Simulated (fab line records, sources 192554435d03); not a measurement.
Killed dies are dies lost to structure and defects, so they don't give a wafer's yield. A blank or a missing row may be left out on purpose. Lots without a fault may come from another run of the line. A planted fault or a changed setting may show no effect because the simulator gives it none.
A struck lot beside a sound one | flow n5_finfet | 36 steps out of a route of 1938
Sound: wafers L542.1, L542.2, L542.4. Struck: wafer L554.6. (L554.4 of the same lot was not struck and is left out.) The cause comes at the end.
At each step with rows: each side's tool, then ch and its chambers, then its first start. Under that, the readings that differ: sound wafers | struck wafers | difference of the means | sigmas: that difference in standard deviations of wafers without a fault.
alike: readings whose means differ by less than 2 such deviations, and words and numbers that are the same on both sides. not compared: withheld readings, readings that some wafer has no value for, bounds like >300 that may hide the same value, and numbers for which the record gives no deviation and whose values overlap.
The two part at a step that has a row with sigmas, a row that says differs or no value, or rows on one side only. Numbers that don't overlap but have no deviation are shown without sigmas and don't part them. A reading that every wafer of one side lacks parts them only if that side has two wafers or more.

first, 9 steps without rows for these wafers: N5_BEOL_M4_ANNEAL_95 (time 240 s); N5_BEOL_M4_SPUTTER_96 (material Cu, target thk 4.5 nm, time 8.29 s); N5_BEOL_M4_ECD_50 (material Cu, target thk 300 nm); N5_BEOL_M4_ANNEAL_51 (time 90 s); N5_BEOL_M4_CMP_52 (polishes, stops on SiOC, t overpolish 6.8 s, target thk 40 nm); N5_BEOL_M4_PRE_CLEAN_60 (time 15 s); N5_BEOL_M4_CO_CAP_55 (material Co, precursor CCTBA/H2, target thk 2 nm, time 102.1 s); N5_BEOL_M4_PRE_CLEAN_56 (time 15 s); N5_BEOL_M4_DEP_57 (deposits SiCN from 3MS/NH3, target thk 8 nm, time 14 s).
N5_BEOL_M4_RC_MEAS_101:
  sound on prober-02 ch 0, day 8 04:15; struck on prober-01 ch 0, day 10 22:58
  alike: DIBL_N, DIBL_P, IOFF_N, IOFF_P, ION_N, ION_P, SS_N, SS_P, VT_N, VT_P
then, 24 steps without rows for these wafers: N5_BEOL_M5_ILD_DEP_00 (deposits SiCOH lowk from DEMS/porogen, target thk 140.64 nm, time 25.9 s); N5_BEOL_M5_CURE_79 (cures SiCOH lowk, time 240 s); N5_BEOL_M5_PECVD_70 (deposits SiO2 from TEOS/O2, target thk 16 nm, time 18 s); N5_BEOL_M5_HM_DEP_02 (deposits TiN, target thk 20 nm); N5_BEOL_M5_COAT_59 (time 60 s, resist thk 60 nm); N5_BEOL_M5_COAT_60 (time 60 s, resist thk 12 nm); N5_BEOL_M5_COAT_71 (time 60 s, resist thk 5 nm); N5_BEOL_M5_COAT_05 (resist thk 30 nm); N5_BEOL_M5_EBR_07; N5_BEOL_M5_SOFTBAKE_06 (time 60 s); N5_BEOL_M5_EXPOSE_08 (exposes mask M5, target cd 28 nm); N5_BEOL_M5_PEB_09 (peb time 60 s); N5_BEOL_M5_DEVELOP_10 (develop time 30 s); N5_BEOL_M5_DESCUM_16 (chemistry O2, time 7 s); N5_BEOL_M5_ETCH_72 (etches underlayer in N2/H2, target depth 6.5 nm, time 5.2 s); N5_BEOL_M5_ETCH_61 (etches SiARC in CF4, target depth 15.6 nm, time 26 s); N5_BEOL_M5_ETCH_62 (etches SOC in N2/H2, target depth 75 nm, overetch 15 nm, time 112.5 s); N5_BEOL_M5_STRIP_63 (strips in N2/H2); N5_BEOL_M5_STRIP_73 (strips in N2/H2); N5_BEOL_M5_STRIP_64 (strips in CF4); N5_BEOL_M5_HM_OPEN_17 (chemistry Cl2/BCl3, target TiN, target depth 20 nm, overetch 6 nm); N5_BEOL_M5_STRIP_19 (strips in O2); N5_BEOL_M5_COAT_65 (time 60 s, resist thk 60 nm); N5_BEOL_M5_COAT_66 (time 60 s, resist thk 12 nm).
N5_BEOL_M8_VIA_ETCH_34: etches SiCOH lowk in C4F6/O2, target depth 125.5 nm, time 50.5 s.
  sound on rie_diel-04 ch 1,2,3, day 9 18:02; struck on rie_diel-03 ch 1, day 12 08:43
  reading                                  | sound             | struck | difference | sigmas
  oes_product_au (a.u.)                    | 0.70 0.68 0.98    | 0.55   | -0.24      | -3
  model.etch.depth_nm (nm)                 | 120.4 121.6 131.4 | 72.73  | -51.74     |
  model.SOC_of_BEOL_M8_COAT_63.thk_nm (nm) | 54 53.8 53.6      | 56.4   | +2.6       |
  alike: C4F6_flow_sccm, drypump_motor_current_A, rf_vpp_V, showerhead_plenum_p_Torr, throttle_valve_pct
  not compared: rf_hours_counter_h
-- the record jumps here: 3 days lie between the struck wafers' starts before and after (it left off in module BEOL_M8 and takes up again in module PASSIVATION, whose first step shown is number 1936 of the route) --
N5_PASSIVATION_PROBE_49:
  the record has rows for the struck wafers here (prober-02, day 15 06:18) and none for the sound ones

WHERE THEY PART
First at N5_BEOL_M8_VIA_ETCH_34; last, within this record, at N5_PASSIVATION_PROBE_49.

WHY: what the simulator had put in
Process parameter drift: rie_diel-03, from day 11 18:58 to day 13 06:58, at N5_BEOL_M8_VIA_ETCH_34. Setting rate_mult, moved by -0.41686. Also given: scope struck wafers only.
